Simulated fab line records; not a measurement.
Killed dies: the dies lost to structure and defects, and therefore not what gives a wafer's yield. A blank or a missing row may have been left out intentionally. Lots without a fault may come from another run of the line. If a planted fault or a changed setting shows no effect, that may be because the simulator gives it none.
Which tool is to blame? | flow nandHarc | 39 wafers from 13 lots sampled at 6 of the route's 1159 steps

== WHAT THE GAUGES READ, wafer by wafer ==
NHARC_A_SOURCE_PLATE_THK_MEAS_09: measures by ellipsometry.
lot  | measured     | on           | thkNm (nm)
L877 | day 6 20:22  | filmMetro-02 | 8.9 10.2 9.3
L880 | day 7 08:17  | filmMetro-02 | 8.4 7.2 11.7
L881 | day 7 21:18  | filmMetro-02 | 10.0 8.7 10.2
L882 | day 8 07:46  | filmMetro-02 | 8.2 10.3 8.8
L883 | day 8 12:31  | filmMetro-02 | 8.4 8.7 9.9
L884 | day 8 18:50  | filmMetro-02 | 9.9 10.0 10.9
L888 | day 9 11:25  | filmMetro-02 | 10.2 9.7 11.4
L887 | day 9 11:25  | filmMetro-01 | 9.7 10.7 10.2
L890 | day 10 09:26 | filmMetro-02 | 9.6 11.5 9.5
L895 | day 11 12:38 | filmMetro-01 | 9.2 8.7 10.1
L897 | day 12 04:20 | filmMetro-01 | 9.6 8.9 10.0
L898 | day 12 04:20 | filmMetro-02 | 10.6 10.7 7.9
L899 | day 12 04:20 | filmMetro-01 | 8.5 10.6 9.3

NHARC_A_ONON_D1_THK_MEAS_27: measures by ellipsometry.
lot  | measured     | on           | thkNm (nm)
L877 | day 7 23:04  | filmMetro-02 | 992 993 993
L880 | day 8 13:59  | filmMetro-02 | 1005 1003 1005
L881 | day 9 00:19  | filmMetro-02 | 999 999 1000
L882 | day 9 12:14  | filmMetro-01 | 1009 1008 1009
L883 | day 9 12:22  | filmMetro-02 | 997 997 995
L884 | day 9 20:28  | filmMetro-01 | 992 995 993
L888 | day 10 12:30 | filmMetro-02 | 986 986 987
L887 | day 10 12:29 | filmMetro-01 | 995 995 993
L890 | day 11 11:23 | filmMetro-02 | 1007 1006 1007
L895 | day 12 13:26 | filmMetro-02 | 998 995 995
L897 | day 13 12:56 | filmMetro-01 | 999 781 778
L898 | day 13 13:17 | filmMetro-01 | 998 779 780
L899 | day 13 13:05 | filmMetro-02 | 1015 1015 1013

NHARC_END_SORT_01.
lot  | measured     | on        | killedAtArray | killedAtOther | killedAtPeriphery | killedDies | killedOpen | killedShort
L897 | day 24 19:37 | prober-01 | 17 672 674    | 4 2 0         | 2 3 3             | 23 677 677 | 8 4 6      | 2 1 1
L898 | day 25 03:20 | prober-02 | 22 664 672    | 1 1 2         | 7 12 3            | 30 677 677 | 6 3 3      | 1 1 2

== WHAT TOOL EACH LOT RAN ON (gives the tool, then ch and the chambers of the sampled wafers, and finally the start) ==
lot  | NHARC_A_ZERO_WELL_ETCH_13       | NHARC_A_ONON_D1_DEP_25          | NHARC_A_CHANNEL_HOLE_D1_DEP_01
L877 | rieSi-03 ch 0,3, day 6 11:48    | pecvdOnon-02 ch 0, day 7 22:36  | pecvd-02 ch 0,1, day 8 03:44
L880 | rieSi-03 ch 1,3, day 6 23:34    | pecvdOnon-01 ch 0, day 8 13:28  | pecvd-01 ch 0,2, day 8 17:20
L881 | rieSi-04 ch 0,1,3, day 7 12:45  | pecvdOnon-02 ch 0, day 8 23:47  | pecvd-01 ch 1,2, day 9 03:26
L882 | rieSi-01 ch 0,1,2, day 7 23:16  | pecvdOnon-02 ch 0, day 9 11:54  | pecvd-01 ch 0,1,2, day 9 16:34
L883 | rieSi-03 ch 0,1,3, day 8 02:25  | pecvdOnon-03 ch 0, day 9 11:58  | pecvd-01 ch 0,1, day 9 16:54
L884 | rieSi-01 ch 0,1, day 8 11:07    | pecvdOnon-03 ch 0, day 9 20:01  | pecvd-02 ch 0,2, day 10 00:24
L888 | rieSi-04 ch 1,2,3, day 9 03:10  | pecvdOnon-02 ch 0, day 10 11:59 | pecvd-01 ch 0,2, day 10 17:26
L887 | rieSi-03 ch 0,1,3, day 9 03:40  | pecvdOnon-03 ch 0, day 10 11:58 | pecvd-01 ch 0,1,2, day 10 15:35
L890 | rieSi-03 ch 1,2,3, day 10 02:25 | pecvdOnon-03 ch 0, day 11 10:59 | pecvd-04 ch 0,2, day 11 16:26
L895 | rieSi-01 ch 1,2,3, day 11 03:34 | pecvdOnon-02 ch 0, day 12 12:56 | pecvd-04 ch 0,1,2, day 12 16:31
L897 | rieSi-04 ch 1,2,3, day 11 17:24 | pecvdOnon-03 ch 0, day 13 12:29 | pecvd-04 ch 0, day 13 19:46
L898 | rieSi-03 ch 2,3, day 11 21:28   | pecvdOnon-03 ch 0, day 13 12:50 | pecvd-02 ch 1, day 13 21:25
L899 | rieSi-04 ch 0,1,2, day 11 22:08 | pecvdOnon-01 ch 0, day 13 12:34 | pecvd-04 ch 0,1,2, day 13 20:05
- NHARC_A_ZERO_WELL_ETCH_13: etches the open film in HBr/Cl2, target depth 120 nm, time 40.1 s.
- NHARC_A_ONON_D1_DEP_25: target thk 1000 nm.
- NHARC_A_CHANNEL_HOLE_D1_DEP_01: deposits SiON, target thk 140 nm.

== AS READ BY THE TOOLS THEMSELVES (means over the sampled wafers that have a number; for cases with no such wafer, the mark the record gives instead) ==
NHARC_A_ZERO_WELL_ETCH_13.
lot  | tool     | drypumpMotorCurrentA (A) | oesProductAu (a.u.) | throttleValvePct (%)
L877 | rieSi-03 | 6.0                      | 1.005               | 26.408
L880 | rieSi-03 | 6.1                      | 1.014               | 26.407
L881 | rieSi-04 | 5.5                      | 0.990               | 26.404
L882 | rieSi-01 | 5.5                      | 0.995               | 26.405
L883 | rieSi-03 | 5.9                      | 1.022               | 26.405
L884 | rieSi-01 | 5.1                      | 1.012               | 26.410
L888 | rieSi-04 | 5.7                      | 1.005               | 26.401
L887 | rieSi-03 | 5.9                      | 1.015               | 26.410
L890 | rieSi-03 | 5.8                      | 1.015               | 26.409
L895 | rieSi-01 | 5.4                      | 1.004               | 26.395
L897 | rieSi-04 | 5.7                      | 1.008               | 26.409
L898 | rieSi-03 | 5.9                      | 1.006               | 26.404
L899 | rieSi-04 | 5.8                      | 0.993               | 26.400

NHARC_A_CHANNEL_HOLE_D1_DEP_01.
lot  | tool     | heaterPowerW (W)
L877 | pecvd-02 | 916
L880 | pecvd-01 | 903
L881 | pecvd-01 | 694
L882 | pecvd-01 | 762
L883 | pecvd-01 | 895
L884 | pecvd-02 | 906
L888 | pecvd-01 | 888
L887 | pecvd-01 | 796
L890 | pecvd-04 | 815
L895 | pecvd-04 | 847
L897 | pecvd-04 | 786
L898 | pecvd-02 | 752
L899 | pecvd-04 | 846

== THE ANSWER, worked out from the rows above alone ==
Rule: what is usual is taken from the lots themselves. Put in order of their means at a reading, lots are off if they are a third of the lots or fewer, leave a main group of 4 or more, and stand apart from it by a gap of 3 or more times the standard deviation of the main group's means; of several such gaps the widest counts. If all means in a main group match to the digits the tables above print for the reading, that group is not used. A lot without any number at a reading at which 4 lots or more have one is off too. All remaining lots with rows at the step are treated as sound. After the gauges, taken in route order, come the tools' own readings; for these a lot's mean is taken, as printed above. At the first step where some lot is off, the reading lying furthest off is the one used; lots without a number count as furthest.
Off at NHARC_A_ONON_D1_THK_MEAS_27 (thkNm): L897, L898. The main group: mean 999 nm, standard deviation 7.9.
If a tool, at a process step before that reading, ran all the lots that are off and no sound lot after the first of them, it fits. Gauges at NHARC_A_ONON_D1_THK_MEAS_27: tried the same way as those tools. Undecided on this evidence; 2 tools fit (pecvdOnon-03 at NHARC_A_ONON_D1_DEP_25, filmMetro-01 at NHARC_A_ONON_D1_THK_MEAS_27).

== WHAT THE SIMULATOR PUT IN ==
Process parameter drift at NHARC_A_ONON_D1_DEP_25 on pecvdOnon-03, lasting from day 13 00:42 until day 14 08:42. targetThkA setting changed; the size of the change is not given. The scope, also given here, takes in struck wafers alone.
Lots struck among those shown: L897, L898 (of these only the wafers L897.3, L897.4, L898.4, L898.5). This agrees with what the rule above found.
